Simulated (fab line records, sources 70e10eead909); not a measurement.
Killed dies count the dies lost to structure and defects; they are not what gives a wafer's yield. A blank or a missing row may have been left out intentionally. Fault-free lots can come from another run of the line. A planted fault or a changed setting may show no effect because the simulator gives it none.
Struck lot and sound lot, side by side || flow nand_harc || 18 out of 1302 route steps
Sound: these wafers, L264.2, L264.3, L264.6. Struck: wafers L280.1, L280.2, L280.3. The cause is named last.
Per side, at each step with rows, come the tool, then ch with its chambers, and then its first start. Under that, the readings that differ: sound wafers || struck wafers || difference of the means || sigmas: that difference in standard deviations of wafers without a fault.
alike: readings whose means differ by less than 2 such deviations, and words and numbers that are the same on both sides. not compared: withheld readings, readings that some wafer has no value for, bounds like >300 that may hide the same value, and numbers for which the record gives no deviation and whose values overlap.
Wherever a step has rows on one side only, a row that says differs or no value, or a row with sigmas, the two part there. Numbers that have no deviation but don't overlap get no sigmas and don't part them. Lack of a reading on every wafer of one side parts them only where that side has two or more wafers.

NHARC_A_BLC_CVD_24: deposits W, target thk 150 nm, time 434 s.
  sound on cvd_w-02 ch 0,1; struck on cvd_w-02 ch 0,1
  alike: chamber_pressure_Torr, heater_power_w, throttle_valve_pct
NHARC_A_BLC_CMP_25: polishes, t overpolish 30 s, target thk 150 nm.
  sound on cmp-02 ch 0,1,3, day 23 11:52; struck on cmp-04 ch 0,1,2, day 29 23:38
  alike: edge_zone_pressure_frac, motor_current_A, overpolish_run_s, slurry_flow_ml_min, time_to_endpoint_s
then, 1 step without rows for these wafers: NHARC_A_BLC_SRD_27.
NHARC_A_BLC_INSPECT_28:
  sound on defect_inspect-01, day 23 12:13; struck on defect_inspect-01, day 30 00:02
  alike: raw_defect_count
then, 7 steps without rows for these wafers: NHARC_A_M0_DEP_00 (deposits SiOC, target thk 150 nm); NHARC_A_M0_DEHYDRATE_01 (time 120 s); NHARC_A_M0_HMDS_02 (time 30 s); NHARC_A_M0_COAT_33 (time 65 s); NHARC_A_M0_COAT_03 (resist thk 90 nm); NHARC_A_M0_SOFTBAKE_04 (time 55 s); NHARC_A_M0_EBR_05.
NHARC_A_M0_EXPOSE_06: exposes mask A M0, target cd 80 nm.
  sound on arfi_scanner-01 ch 0, day 23 12:59; struck on arfi_scanner-02 ch 0, day 30 00:41
{"reading": "stage_vel_mm_s (mm/s)", "sound": "500.24 500.39 500.38", "struck": "499.67 499.72 499.57", "difference": -0.68, "sigmas": -2}
{"reading": "model.A_M0.overlay_x_nm (nm)", "sound": "0.2526 0.2526 0.2526", "struck": "7.917 7.917 7.917", "difference": "+7.664", "sigmas": ""}
  alike: mask, focus_offset_nm
then, 2 steps without rows for these wafers: NHARC_A_M0_PEB_07 (peb time 65 s); NHARC_A_M0_DEVELOP_08 (develop time 35 s).
NHARC_A_M0_CD_MEAS_09: target cd 80 nm.
  sound on cd_sem-01 ch 0, day 23 13:08; struck on cd_sem-02 ch 0, day 30 00:49
  alike: cd_nm
NHARC_A_M0_OVL_MEAS_10: pitch 160 nm.
  sound on overlay-01, day 23 13:13; struck on overlay-01, day 30 00:55
{"reading": "overlay_x_nm (nm)", "sound": "0.7 0.4 0.0", "struck": "7.7 7.9 7.8", "difference": "+7.4", "sigmas": "+9"}
  alike: overlay_y_nm
NHARC_A_M0_INSPECT_11:
  sound on defect_inspect-02, day 23 13:15; struck on defect_inspect-02, day 30 00:57
  alike: raw_defect_count
NHARC_END_SORT_01:
  sound on prober-01 ch 0, day 25 07:58; struck on prober-02 ch 0, day 31 16:42
  alike: defect_limited_yield, killed_at_array, killed_at_other, killed_at_periphery, killed_dies, killed_open, killed_short, sort_bin_2_pct, sort_bin_3_pct, sort_bin_4_pct, sort_n_pass, sort_rim_yield_pct, sort_yield_pct

WHERE THEY PART
Last at NHARC_A_M0_OVL_MEAS_10 as far as this record goes, first at NHARC_A_M0_EXPOSE_06. Later steps at which nothing parts them and some readings are alike: NHARC_A_M0_INSPECT_11, NHARC_END_SORT_01.

WHY: what had been put in by the simulator
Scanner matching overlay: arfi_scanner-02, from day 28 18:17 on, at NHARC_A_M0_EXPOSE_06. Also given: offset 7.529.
